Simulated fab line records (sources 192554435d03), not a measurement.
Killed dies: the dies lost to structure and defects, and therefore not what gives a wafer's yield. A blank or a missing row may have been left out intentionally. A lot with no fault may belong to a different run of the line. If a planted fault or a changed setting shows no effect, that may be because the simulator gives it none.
fab line records	flow n5-finfet
[record] lots = 5	wafers = 15	last-day = 17
route steps=1938 shown MOL_CONTACT_COAG@598 BEOL_M4@1111 PASSIVATION@1936
lots with no fault: from the same line, run without faults
start-h: hours from the record's opening day to when the first of the lot's shown wafers began	wait-h: hours from the lot's prior step to this one	" as in the row above	L1.1+2: a single row standing in for several wafers	- no value present, or no start provided	* or withheld: withheld	< > ~ a bound
route shown NAME@n: names a module that has steps shown in the file, with the first one's number in the route	usual: average and standard deviation across the fault-free wafers	same: alike in all rows	chamber/n: place in a boat	sites: each site's reading	_std_site: the standard deviation of these	_edge_site: mean of outer sites minus mean of inner sites	radius-mm: for every site, how far away it sits from the centre of the wafer	mask NAME#n: copy n	behind: the most recent tool/chamber to have shaped the wafer	hold: what put the lot on hold/how long, in hours/how the hold closed	device: transistor that didn't switch, given as n, p or np	end of line: at the end of the route, the tests of the same wafers	a step with no rows: only its recipe	killed: dies lost to structure and defects at the first sort, not the wafer's yield	map: a wafer's dies, x killed, . not, _ none there
set.NAME: the setting the step ran with; set.NAME@STEP: the setting that earlier step ran with	model.NAME: the simulator's own value behind a step, which no gauge read
lots at some steps of the route; a table a step, a row a wafer
services: the hour from which a tool's chamber was out of use, counted from the record's first day as start-h (under 0 if before that day), plus the number of hours and why
[[steps]]
[step N5_MOL_CONTACT_COAG_SOFTBAKE_35]
[recipe] temp-c = 110	time-s = 60	resist = CAR-EUV
[step N5_MOL_CONTACT_COAG_EXPOSE_37]
[recipe] mask-id = VD	na = 0.33	source-shape = annular	sigma-inner = 0.3	sigma-outer = 0.7	polarization = unpolarized	defocus-nm = 0	dose-mj = 62
[step N5_MOL_CONTACT_COAG_PEB_38]
[recipe] peb-temp-c = 100	peb-time-s = 60	resist = CAR-EUV
[step N5_MOL_CONTACT_COAG_DEVELOP_39]
[recipe] develop-time-s = 30	developer = TMAH	resist = CAR-EUV	rinse-liquid = surfactant-rinse	dry = air-spin	dev-temp-c = 23
[step N5_MOL_CONTACT_COAG_CD_MEAS_40]
[recipe] target-cd-nm = 25.1	landing-energy-ev = 500	detector = se-inlens	polarity = opening
[usual] cd-nm = 25.08/0.22
lot.wafer	tool	chamber	start-h	wait-h	cd-nm
L916.2	cd-sem-03	0	104.90	-	25.23
L916.3	"	0	"	"	25.06
L916.5	"	0	"	"	25.21
L926.1	cd-sem-03	0	165.85	-	25.07
L926.2	"	0	"	"	24.74
L926.6	"	0	"	"	25.44
L930.1	cd-sem-01	0	188.25	-	25.14
L930.2	"	0	"	"	25.24
L930.4	"	0	"	"	25.14
L933.1	cd-sem-01	0	208.71	-	24.90
L933.5	"	0	"	"	25.25
L933.6	"	0	"	"	25.25
L936.1	cd-sem-02	0	224.20	-	25.06
L936.2	"	0	"	"	25.23
L936.5	"	0	"	"	24.93
[step N5_MOL_CONTACT_COAG_OVL_MEAS_41]
[recipe] points-per-wafer = 522
[usual] VD_OVL = -0.5/0.82
lot.wafer	tool	chamber	start-h	wait-h	VD_OVL[nm]
L916.2	overlay-02	0	104.94	0.0	0.0
L916.3	"	0	"	"	-0.9
L916.5	"	0	"	"	-0.1
L926.1	overlay-01	0	165.88	0.0	-0.3
L926.2	"	0	"	"	1.0
L926.6	"	0	"	"	0.2
L930.1	overlay-02	0	188.28	0.0	-1.0
L930.2	"	0	"	"	0.1
L930.4	"	0	"	"	-0.5
L933.1	overlay-01	0	208.74	0.0	-1.0
L933.5	"	0	"	"	-0.5
L933.6	"	0	"	"	-0.2
L936.1	overlay-01	0	224.23	0.0	-1.9
L936.2	"	0	"	"	-1.5
L936.5	"	0	"	"	-1.7
[step N5_MOL_CONTACT_COAG_INSPECT_42]
[recipe] mode = adi	inspect-instrument = brightfield
[usual] raw-defect-count = 207/55
lot.wafer	tool	chamber	start-h	wait-h	raw-defect-count
L916.2	defect-inspect-02	-	104.99	0.0	349
L916.3	"	-	"	"	295
L916.5	"	-	"	"	242
L926.1	defect-inspect-02	-	165.94	0.1	172
L926.2	"	-	"	"	127
L926.6	"	-	"	"	147
L930.1	defect-inspect-01	-	188.34	0.1	198
L930.2	"	-	"	"	195
L930.4	"	-	"	"	248
L933.1	defect-inspect-01	-	208.80	0.1	206
L933.5	"	-	"	"	152
L933.6	"	-	"	"	119
L936.1	defect-inspect-01	-	224.29	0.1	167
L936.2	"	-	"	"	219
L936.5	"	-	"	"	141
[step N5_MOL_CONTACT_COAG_DESCUM_45]
[recipe] chemistry = O2	time-s = 7	source-power-w = 50	bias-power-w = 20	pressure-mtorr = 20	rf-frequency-hz = 2.712e+07	temp-c = 40	resist = CAR-EUV	o2-flow-sccm = 225
[usual] drypump-motor-current-A = 6.0/0.37	oes-product-au = 0.78/0.079	rf-vpp-V = 243.1/1.4	showerhead-plenum-p-Torr = 2.08/0.067	throttle-valve-pct = 20.36/0.22
lot.wafer	tool	chamber	start-h	wait-h	drypump-motor-current-A	oes-product-au	rf-hours-counter-h	rf-vpp-V	showerhead-plenum-p-Torr	throttle-valve-pct
L916.2	rie-diel-02	2	105.02	0.0	5.9	0.76	140	245.9	2.19	20.40
L916.3	"	0	"	"	6.3	0.89	51	243.9	2.03	20.22
L916.5	"	2	"	"	5.9	0.77	-	244.8	2.19	20.41
L926.1	rie-diel-02	2	165.97	0.0	5.9	0.74	163	245.5	2.18	20.44
L926.2	"	0	"	"	6.3	0.86	73	241.6	2.02	20.29
L926.6	"	2	"	"	5.9	0.75	-	244.0	2.18	20.44
L930.1	rie-diel-04	2	188.60	0.3	6.1	0.71	227	244.0	2.06	20.50
L930.2	"	1	"	"	6.3	0.83	90	242.1	2.02	20.05
L930.4	"	3	"	"	5.1	0.88	33	244.3	2.13	20.51
L933.1	rie-diel-02	1	209.00	0.2	6.0	0.68	221	242.9	2.05	20.14
L933.5	"	1	"	"	6.1	0.68	-	242.9	2.05	20.13
L933.6	"	0	"	"	6.4	0.84	-	242.1	2.01	20.30
L936.1	rie-diel-03	1	224.53	0.2	6.6	0.71	242	244.2	2.07	20.71
L936.2	"	3	"	"	5.9	0.70	201	240.4	1.98	20.64
L936.5	"	3	"	"	5.9	0.70	-	240.0	1.98	20.64
[step N5_MOL_CONTACT_COAG_ETCH_65]
[recipe] chemistry = N2/H2	target = underlayer	target-depth-a = 130	mask-material = CAR-EUV	time-s = 10.4	ion-energy-ev = 200	pressure-mtorr = 30	source-w = 840	bias-w = 150	n2-flow-sccm = 200	h2-flow-sccm = 200	ends = cleared
[usual] bias-w = 149.9/0.43	drypump-motor-current-A = 6.0/0.37	etch-rf-on-time-s = 10.49/0.22	n2-flow-sccm = 200.0/0.58	oes-product-au = 0.66/0.069	rf-vpp-V = 523.4/2.4	showerhead-plenum-p-Torr = 2.53/0.082	throttle-valve-pct = 17.84/0.22
lot.wafer	tool	chamber	start-h	wait-h	bias-w	drypump-motor-current-A	etch-rf-on-time-s	n2-flow-sccm	oes-product-au	rf-hours-counter-h	rf-vpp-V	showerhead-plenum-p-Torr	throttle-valve-pct
L916.2	rie-diel-02	2	105.06	0.0	148.8	5.9	10.74	200.0	0.64	140	526.3	2.65	17.83
L916.3	"	0	"	"	149.9	6.3	10.17	199.5	0.76	51	522.6	2.47	17.71
L916.5	"	2	"	"	150.2	5.9	10.70	199.8	0.65	-	525.8	2.65	17.82
L926.1	rie-diel-02	2	166.01	0.0	150.4	5.9	10.77	199.5	0.63	163	527.0	2.64	17.87
L926.2	"	0	"	"	149.6	6.3	10.41	200.9	0.73	73	521.8	2.46	17.75
L926.6	"	2	"	"	150.3	5.9	10.85	199.7	0.62	-	527.0	2.64	17.87
L930.1	rie-diel-04	2	188.63	0.0	149.4	6.1	10.33	200.3	0.62	227	523.2	2.52	18.08
L930.2	"	1	"	"	149.6	6.3	10.37	200.5	0.70	90	521.3	2.46	17.41
L930.4	"	3	"	"	150.1	5.1	10.14	199.9	0.77	33	526.3	2.60	18.06
L933.1	rie-diel-02	1	209.04	0.0	150.3	6.1	10.40	199.8	0.59	221	524.8	2.51	17.75
L933.5	"	1	"	"	151.0	6.1	10.42	199.7	0.59	-	522.5	2.51	17.75
L933.6	"	0	"	"	150.3	6.3	10.26	199.3	0.72	-	519.6	2.45	17.78
L936.1	rie-diel-03	1	224.56	0.0	149.2	6.6	10.67	200.1	0.59	242	522.4	2.49	18.08
L936.2	"	3	"	"	149.6	5.9	10.60	200.1	0.60	201	519.6	2.40	18.08
L936.5	"	3	"	"	149.7	5.9	10.70	199.3	0.60	-	519.4	2.40	18.09
[step N5_MOL_CONTACT_COAG_ETCH_66]
[recipe] chemistry = CF4	target = SiARC	target-depth-a = 130	mask-material = CAR-EUV	time-s = 21.7	ion-energy-ev = 80	pressure-mtorr = 40	source-w = 545	bias-w = 36	Ar_flow_sccm = 100	cf4-flow-sccm = 100	ends = cleared
[usual] bias-w = 36.00/0.1	drypump-motor-current-A = 6.0/0.37	etch-rf-on-time-s = 21.9/0.47	oes-product-au = 0.66/0.069	rf-vpp-V = 183.8/1.2	showerhead-plenum-p-Torr = 2.13/0.064	throttle-valve-pct = 15.58/0.21
lot.wafer	tool	chamber	start-h	wait-h	bias-w	drypump-motor-current-A	etch-rf-on-time-s	oes-product-au	rf-hours-counter-h	rf-vpp-V	showerhead-plenum-p-Torr	throttle-valve-pct
L916.2	rie-diel-02	2	105.08	0.0	35.92	5.9	22.4	0.64	140	185.0	2.22	15.44
L916.3	"	0	"	"	35.98	6.3	21.3	0.76	51	182.7	2.09	15.46
L916.5	"	2	"	"	35.80	5.9	22.4	0.64	-	185.2	2.22	15.44
L926.1	rie-diel-02	2	166.03	0.0	35.91	5.9	22.5	0.63	163	184.5	2.21	15.47
L926.2	"	0	"	"	35.92	6.3	21.6	0.73	73	181.3	2.08	15.51
L926.6	"	2	"	"	35.97	5.9	22.7	0.62	-	185.1	2.21	15.48
L930.1	rie-diel-04	2	188.65	0.0	35.88	6.1	22.1	0.61	227	183.2	2.10	15.67
L930.2	"	1	"	"	35.91	6.3	21.7	0.71	90	182.7	2.07	15.22
L930.4	"	3	"	"	36.07	5.1	21.5	0.75	33	184.1	2.18	15.63
L933.1	rie-diel-02	1	209.06	0.0	36.16	6.1	22.0	0.59	221	183.9	2.13	15.64
L933.5	"	1	"	"	35.91	6.0	21.6	0.59	-	183.1	2.13	15.63
L933.6	"	0	"	"	35.76	6.4	21.6	0.72	-	182.9	2.08	15.52
L936.1	rie-diel-03	1	224.58	0.0	36.03	6.6	22.0	0.60	242	183.2	2.11	15.90
L936.2	"	3	"	"	35.98	5.9	22.1	0.60	201	183.8	2.04	15.88
L936.5	"	3	"	"	35.95	5.9	22.2	0.59	-	181.4	2.04	15.89
[step N5_MOL_CONTACT_COAG_ALD_133]
[recipe] material = SiO2	target-thk-a = 50	temp-c = 100	ald-precursor-family = BDEAS	ald-co-reactant = O2-plasma	pulse-time-s = 1	co-reactant-pulse-time-s = 1	purge-time-s = 2	co-reactant-purge-time-s = 2	ald-cycles = 35	pressure-torr = 2
[usual] heater-power-w = 80/13	precursor-pulse-height-rel = 0.999/0.019
lot.wafer	tool	chamber	start-h	wait-h	heater-power-w	precursor-pulse-height-rel
L916.2	ald-sin-01	2	105.60	0.5	80	1.013
L916.3	"	3	"	"	67	0.976
L916.5	"	0	"	"	99	0.998
L926.1	ald-sin-04	0	166.27	0.2	105	1.001
L926.2	"	1	"	"	75	0.989
L926.6	"	3	"	"	70	0.994
L930.1	ald-sin-01	3	190.12	1.4	67	0.983
L930.2	"	1	"	"	73	1.017
L930.4	"	2	"	"	83	1.023
L933.1	ald-sin-01	1	209.14	0.1	73	1.014
L933.5	"	1	"	"	75	1.011
L933.6	"	0	"	"	101	1.002
L936.1	ald-sin-01	0	224.66	0.1	102	1.007
L936.2	"	2	"	"	79	0.996
L936.5	"	3	"	"	68	0.970
[step N5_MOL_CONTACT_COAG_ETCHBACK_134]
[recipe] chemistry = CHF3	target = SiO2	target-depth-a = 100	time-s = 6.7	ion-energy-ev = 200	pressure-mtorr = 30	source-w = 610	bias-w = 170	Ar_flow_sccm = 200	CHF3_flow_sccm = 50
[usual] bias-w = 170.0/0.47	drypump-motor-current-A = 5.9/0.38	oes_ar_750_au = 0.78/0.079	oes-product-au = 0.78/0.083	rf-vpp-V = 526/9.9	showerhead-plenum-p-Torr = 2.36/0.072	throttle-valve-pct = 18.68/0.18
lot.wafer	tool	chamber	start-h	wait-h	bias-w	drypump-motor-current-A	oes_ar_750_au	oes-product-au	rf-hours-counter-h	rf-vpp-V	showerhead-plenum-p-Torr	throttle-valve-pct
L916.2	rie-diel-02	2	105.78	0.1	170.3	5.9	0.75	0.75	141	525	2.47	18.60
L916.3	"	0	"	"	170.7	6.3	0.88	0.89	51	523	2.32	18.61
L916.5	"	2	"	"	169.9	5.9	0.75	0.76	-	524	2.47	18.61
L926.1	rie-diel-03	1	166.46	0.1	170.2	6.6	0.72	0.71	222	513	2.34	18.90
L926.2	"	0	"	"	169.6	6.1	0.75	0.76	121	531	2.28	18.60
L926.6	"	0	"	"	170.1	6.0	0.74	0.76	-	531	2.28	18.60
L930.1	rie-diel-02	1	190.30	0.1	170.8	6.0	0.70	0.69	215	523	2.37	18.64
L930.2	"	0	"	"	169.2	6.3	0.84	0.84	82	522	2.31	18.66
L930.4	"	2	"	"	170.2	5.9	0.73	0.72	171	525	2.46	18.64
L933.1	rie-diel-03	2	209.34	0.1	170.4	5.7	0.78	0.77	139	508	2.39	18.68
L933.5	"	2	"	"	169.8	5.7	0.78	0.78	-	508	2.39	18.68
L933.6	"	3	"	"	169.4	5.9	0.71	0.70	-	534	2.27	18.97
L936.1	rie-diel-04	2	224.84	0.1	170.0	6.1	0.70	0.71	238	533	2.34	18.81
L936.2	"	0	"	"	170.3	5.8	0.90	0.90	23	526	2.53	18.36
L936.5	"	3	"	"	169.7	5.1	0.86	0.86	-	542	2.41	18.77
[step N5_MOL_CONTACT_COAG_ETCH_67]
[recipe] chemistry = N2/H2	target = SOC	target-depth-a = 600	overetch-a = 210	mask-material = SiARC	temp-c = 40	time-s = 101.2	ion-energy-ev = 200	pressure-mtorr = 30	source-w = 840	bias-w = 150	n2-flow-sccm = 200	h2-flow-sccm = 200
[usual] bias-w = 150.0/0.43	drypump-motor-current-A = 5.9/0.39	n2-flow-sccm = 200.1/0.63	oes-product-au = 0.66/0.067	rf-vpp-V = 523.4/2.3	showerhead-plenum-p-Torr = 2.52/0.082	throttle-valve-pct = 17.79/0.21
lot.wafer	tool	chamber	start-h	wait-h	bias-w	drypump-motor-current-A	n2-flow-sccm	oes-product-au	rf-hours-counter-h	rf-vpp-V	showerhead-plenum-p-Torr	throttle-valve-pct	model.SiARC_of_MOL_CONTACT_COAG_COAT_63.thk-nm
L916.2	rie-diel-02	2	105.81	0.0	149.8	5.9	200.6	0.63	141	527.9	2.65	17.79	6
L916.3	"	0	"	"	150.4	6.3	199.6	0.74	51	521.0	2.47	17.67	5.8
L916.5	"	2	"	"	150.0	5.9	201.3	0.64	-	525.1	2.65	17.80	6
L926.1	rie-diel-03	1	166.50	0.0	150.5	6.6	199.8	0.60	222	522.8	2.50	18.02	6
L926.2	"	0	"	"	149.7	6.0	199.7	0.64	121	521.9	2.45	17.69	6
L926.6	"	0	"	"	150.2	6.0	200.6	0.64	-	521.7	2.45	17.68	6
L930.1	rie-diel-02	1	190.33	0.0	149.2	6.1	200.0	0.58	215	522.8	2.51	17.70	5.8
L930.2	"	0	"	"	150.2	6.3	200.5	0.70	82	522.6	2.45	17.74	6.8
L930.4	"	2	"	"	149.3	5.9	200.5	0.61	171	526.6	2.64	17.83	6.8
L933.1	rie-diel-03	2	209.37	0.0	149.9	5.7	200.4	0.64	139	523.3	2.56	17.78	5.8
L933.5	"	2	"	"	150.1	5.7	200.0	0.64	-	522.8	2.56	17.77	5.8
L933.6	"	3	"	"	149.7	5.9	199.4	0.59	-	520.7	2.41	18.04	5.8
L936.1	rie-diel-04	2	224.87	0.0	150.4	6.1	200.4	0.59	238	522.4	2.51	18.05	5.8
L936.2	"	0	"	"	151.0	5.8	199.3	0.76	23	528.4	2.70	17.47	5.8
L936.5	"	3	"	"	150.4	5.1	200.9	0.72	-	524.1	2.60	18.04	5.8
[step N5_MOL_CONTACT_COAG_STRIP_68]
[recipe] chemistry = N2/H2	temp-c = 40	n2-flow-sccm = 200	h2-flow-sccm = 200	rf-frequency-hz = 6e+07
[step N5_BEOL_M4_RC_MEAS_101]
[usual] DIBL_N = 37.2/1.9	DIBL_P = 37.3/2.2	IOFF_N = 0.18/0.038	IOFF_P = 0.22/0.039	ION_N = 678/11	ION_P = 462/6.9	SS_N = 71.8/0.68	SS_P = 73.5/0.65	VT_N = 249/3.4	VT_P = -250/3.2
lot.wafer	tool	chamber	start-h	wait-h	DIBL_N[mV/V]	DIBL_P[mV/V]	IOFF_N[nA/um]	IOFF_P[nA/um]	ION_N[uA/um]	ION_P[uA/um]	SS_N[mV/dec]	SS_P[mV/dec]	VT_N[mV]	VT_P[mV]
L916.2	prober-02	0	179.46	0.2	35.8	36.6	0.16	0.17	678	458	71.4	73.2	252	-253
L916.3	"	0	"	"	38.1	40.2	0.20	0.23	676	460	72.0	74.2	247	-248
L916.5	"	0	"	"	37.9	37.7	0.19	0.20	681	451	72.6	74.3	250	-252
L926.1	prober-01	0	245.71	0.0	34.1	33.3	0.12	0.18	660	457	70.6	72.4	251	-250
L926.2	"	0	"	"	36.4	35.8	0.16	0.22	685	474	71.0	72.8	249	-247
L926.6	"	0	"	"	36.4	37.2	0.16	0.24	672	466	71.1	73.5	251	-246
L930.1	prober-01	0	259.16	0.0	38.2	38.3	0.18	0.24	693	474	71.9	74.2	248	-249
L930.2	"	0	"	"	34.9	34.0	0.13	0.18	656	452	71.1	72.9	253	-253
L930.4	"	0	"	"	38.1	37.4	0.17	0.23	677	463	71.7	74.4	250	-250
L933.1	prober-01	0	281.02	0.0	37.2	37.1	0.17	0.23	662	459	71.5	74.0	247	-250
L933.5	"	0	"	"	40.0	39.2	0.23	0.26	681	461	72.8	73.7	246	-248
L933.6	"	0	"	"	36.2	35.7	0.16	0.20	678	466	71.5	73.1	248	-247
L936.1	prober-02	0	300.34	0.0	37.6	39.4	0.22	0.26	691	464	72.3	73.6	246	-247
L936.2	"	0	"	"	39.5	41.4	0.26	0.29	708	476	73.3	73.5	245	-245
L936.5	"	0	"	"	38.3	39.7	0.21	0.24	685	461	73.1	73.8	247	-247
[step N5_PASSIVATION_PROBE_49]
[usual] defect-limited-yield = 91.2/1.6	killed_at_M0_to_M3 = 31/10	killed_at_M4_up = 14/4.4	killed-at-contacts = 13/6	killed-at-front-end = 43/13	killed-at-other = 3.5/2.6	killed-dies = 104/18	killed-on-rim = 14/4.6	killed-open = 68/14	killed-short = 34/8.1	sort_bin_4_leakage = 0.01/0.073	sort_bin_5_function = 5.1/1.1	sort_bin_6_memory = 3.3/0.68	sort-n-pass = 1076/18	sort-yield-pct = 91.2/1.6
[same] gross-dies = 1180	killed-at-back-side = 0	sort_bin_8_speed[%] = 0
lot.wafer	tool	chamber	start-h	wait-h	defect-limited-yield[%]	killed_at_M0_to_M3	killed_at_M4_up	killed-at-contacts	killed-at-front-end	killed-at-other	killed-dies	killed-on-rim	killed-open	killed-short	sort_bin_4_leakage[%]	sort_bin_5_function[%]	sort_bin_6_memory[%]	sort-n-pass	sort-yield-pct[%]
L916.2	prober-02	-	284.54	0.1	90.8	40	18	6	39	5	108	17	78	29	0	5.6	3.3	1072	90.8
L916.3	prober-02	-	284.59	0.1	88.0	61	16	13	46	6	142	24	89	46	0	6.4	3.8	1038	88.0
L916.5	prober-02	-	284.69	0.2	91.3	47	14	13	27	2	103	18	69	28	0	5.1	2.9	1077	91.3
L926.1	prober-01	-	344.92	0.0	88.9	49	19	12	42	9	131	18	83	44	0	6.8	3.7	1049	88.9
L926.2	prober-01	-	344.97	0.1	90.4	50	11	11	37	4	113	12	83	30	0	5.8	3.2	1067	90.4
L926.6	prober-01	-	345.17	0.3	89.5	35	21	20	47	1	124	19	83	40	0	4.8	5.3	1056	89.5
L930.1	prober-02	-	354.37	0.0	91.4	30	12	13	42	5	102	13	78	23	0	5.3	3.1	1078	91.4
L930.2	prober-02	-	354.42	0.1	89.7	41	18	29	31	3	122	17	86	33	0	6.6	3.3	1058	89.7
L930.4	prober-02	-	354.52	0.2	84.3	22	15	108	38	2	185	13	68	33	0	13.1	2.5	995	84.3
L933.1	prober-02	-	394.70	0.0	91.0	36	17	19	34	0	106	8	66	38	0	6.1	2.7	1074	91.0
L933.5	prober-02	-	394.90	0.2	88.8	46	16	11	55	4	132	14	77	55	0	7.7	3.4	1048	88.8
L933.6	prober-02	-	394.95	0.3	92.1	43	14	5	29	2	93	10	56	32	0	4.0	3.0	1087	92.1
L936.1	prober-02	-	411.78	0.0	93.0	15	14	13	37	4	83	14	56	27	0.08	3.9	2.8	1096	92.9
L936.2	prober-02	-	411.83	0.1	94.0	14	14	11	27	5	71	6	47	24	0	3.5	2.4	1109	94.0
L936.5	prober-02	-	411.98	0.2	92.4	18	18	10	39	5	90	13	60	30	0	4.4	2.9	1090	92.4
// killed by level:class
L916.2 FIN_SAQP:geometric-particle:open=18 BEOL_M4:geometric-particle:open=11 BEOL_M0_SAQP:geometric-particle:short=8 BEOL_M0_SAQP:geometric-particle:open=7 BEOL_M3:geometric-particle:open=7 BEOL_M2:geometric-particle:open=5 MOL_CONTACT_COAG:geometric-particle:open=5 FIN_SAQP:geometric-particle:short=4
L916.3 BEOL_M0_SAQP:geometric-particle:short=14 BEOL_M0_SAQP:geometric-particle:open=12 BEOL_M3:geometric-particle:open=11 MOL_CONTACT_COAG:geometric-particle:open=11 BEOL_M1:geometric-particle:open=9 FIN_SAQP:geometric-particle:open=8 STI_FIN_REVEAL:geometric-particle:open=8 BEOL_M0:geometric-particle:open=8
L916.5 MOL_CONTACT_COAG:geometric-particle:open=10 BEOL_M3:geometric-particle:open=10 FIN_SAQP:geometric-particle:open=8 BEOL_M0_SAQP:geometric-particle:open=8 BEOL_M1:geometric-particle:open=8 BEOL_M3:geometric-particle:short=5 HKMG_FIN:area-etch=5 BEOL_M0_SAQP:geometric-particle:short=4
L926.1 FIN_SAQP:geometric-particle:short=13 BEOL_M1:geometric-particle:open=12 MOL_CONTACT_COAG:geometric-particle:open=11 BEOL_M4:geometric-particle:open=11 BEOL_M0_SAQP:geometric-particle:open=9 FIN_SAQP:geometric-particle:open=7 BEOL_M0_SAQP:geometric-particle:short=7 BEOL_M2:geometric-particle:open=6
L926.2 BEOL_M2:geometric-particle:open=19 MOL_CONTACT_COAG:geometric-particle:open=11 STI_FIN_REVEAL:geometric-particle:open=7 BEOL_M0:geometric-particle:open=7 BEOL_M0_SAQP:geometric-particle:short=6 FIN_SAQP:geometric-particle:short=5 DUMMY_GATE:geometric-particle:open=5 BEOL_M4:geometric-particle:open=5
L926.6 MOL_CONTACT_COAG:geometric-particle:open=15 STI_FIN_REVEAL:geometric-particle:open=10 FIN_SAQP:geometric-particle:open=9 FIN_SAQP:geometric-particle:short=8 GATE_CUT:geometric-particle:short=8 BEOL_M1:geometric-particle:open=8 BEOL_M3:geometric-particle:open=7 BEOL_M4:geometric-particle:open=6
L930.1 MOL_CONTACT_COAG:geometric-particle:open=12 DUMMY_GATE:geometric-particle:open=11 BEOL_M2:geometric-particle:open=11 GATE_CUT:geometric-particle:open=8 BEOL_M0_SAQP:geometric-particle:open=6 BEOL_M0_SAQP:geometric-particle:short=6 BEOL_M4:geometric-particle:open=6 GATE_CUT:geometric-particle:short=5
L930.2 MOL_CONTACT_COAG:geometric-particle:open=24 BEOL_M2:geometric-particle:open=16 BEOL_M0_SAQP:geometric-particle:open=10 DUMMY_GATE:geometric-particle:open=6 BEOL_M0_SAQP:geometric-particle:short=6 BEOL_M4:geometric-particle:open=6 STARTING-WAFER:geometric-particle:short=6 STI_FIN_REVEAL:geometric-particle:open=5
L930.4 MOL_CONTACT_COAG:area-etch=84 MOL_CONTACT_COAG:geometric-particle:open=20 STI_FIN_REVEAL:geometric-particle:open=9 DUMMY_GATE:geometric-particle:open=7 FIN_SAQP:geometric-particle:short=6 BEOL_M0_SAQP:geometric-particle:open=6 BEOL_M4:geometric-particle:open=6 MOL_CONTACT_COAG:geometric-particle:short=4
L933.1 MOL_CONTACT_COAG:geometric-particle:open=14 BEOL_M0_SAQP:geometric-particle:short=13 BEOL_M4:geometric-particle:open=9 GATE_CUT:geometric-particle:short=6 BEOL_M0_SAQP:geometric-particle:open=6 BEOL_M2:geometric-particle:open=6 DUMMY_GATE:geometric-particle:open=5 GATE_CUT:geometric-particle:open=5
L933.5 FIN_SAQP:geometric-particle:short=18 FIN_SAQP:geometric-particle:open=12 BEOL_M0_SAQP:geometric-particle:open=11 GATE_CUT:geometric-particle:short=9 BEOL_M3:geometric-particle:open=9 BEOL_M4:geometric-particle:open=8 BEOL_M0_SAQP:geometric-particle:short=7 BEOL_M2:geometric-particle:open=6
L933.6 BEOL_M0_SAQP:geometric-particle:short=14 BEOL_M2:geometric-particle:open=10 BEOL_M4:geometric-particle:open=8 BEOL_M0_SAQP:geometric-particle:open=7 STI_FIN_REVEAL:geometric-particle:open=5 HKMG_FIN:area-etch=5 DUMMY_GATE:geometric-particle:open=4 GATE_CUT:geometric-particle:short=4
L936.1 MOL_CONTACT_COAG:geometric-particle:open=11 FIN_SAQP:geometric-particle:open=9 BEOL_M0_SAQP:geometric-particle:open=7 DUMMY_GATE:geometric-particle:open=6 FIN_SAQP:geometric-particle:short=5 BEOL_M0_SAQP:geometric-particle:short=4 GATE_CUT:geometric-particle:short=4 STI_FIN_REVEAL:geometric-particle:open=3
L936.2 MOL_CONTACT_COAG:geometric-particle:open=9 FIN_SAQP:geometric-particle:open=6 STI_FIN_REVEAL:geometric-particle:open=4 DUMMY_GATE:geometric-particle:open=4 GATE_CUT:geometric-particle:short=4 BEOL_M1:geometric-particle:open=4 BEOL_M4:geometric-particle:open=4 FIN_SAQP:geometric-particle:short=3
L936.5 MOL_CONTACT_COAG:geometric-particle:open=8 BEOL_M0:geometric-particle:open=8 FIN_SAQP:geometric-particle:open=7 FIN_SAQP:geometric-particle:short=7 STARTING-WAFER:geometric-particle:open=5 STARTING-WAFER:geometric-particle:short=4 BEOL_M5:geometric-particle:open=4 BEOL_M7:geometric-particle:open=4
[[services]]
tool	chamber	start-h	hours	kind
rie-diel-04	3	99.28	11.7	repair
rie-diel-02	3	130.61	-	clean
rie-diel-02	3	130.61	-	consumable-replace:focus-ring
rie-diel-02	3	130.61	21.8	scheduled-down
rie-diel-02	3	130.61	21.8	vent-cycle
rie-diel-04	0	144.21	-	clean
rie-diel-04	0	144.21	-	consumable-replace:focus-ring
rie-diel-04	0	144.21	-	consumable-replace:showerhead
rie-diel-04	0	144.21	16.1	scheduled-down
rie-diel-04	0	144.21	16.1	vent-cycle
rie-diel-02	1	186.80	2.4	repair
rie-diel-02	0	218.61	13.5	repair
[[key]]
[first-sign] step = N5_PASSIVATION_PROBE_49	reading = killed-at-contacts	direction = up	sigmas = 9.3	usual = 13	struck = 68
[effect] step = N5_PASSIVATION_PROBE_49	reading = sort_bin_5_function	direction = up	sigmas = 4.4	usual = 5.1	struck = 9.8	wafers-moved = 1
[model-effect] step = N5_MOL_CONTACT_COAG_ETCH_67	value = SiARC_of_MOL_CONTACT_COAG_COAT_63.thk-nm	without = 5.9	struck = 6.8
[more-kills-born-at] N5_MOL_CONTACT_COAG_ETCH_67@rie-diel-02 = 84
met-at N5_MOL_CONTACT_COAG_ETCH_67
struck-wafers L930.2,L930.4
onset-between 105.81 190.33
[fault] kind = process-parameter-drift	tool = rie-diel-02	chamber = -	onset-h = 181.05	steps = N5_MOL_CONTACT_COAG_ETCH_67	channel = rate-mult	offset = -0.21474	shape = step	end-h = 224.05	scope = struck-wafers-only
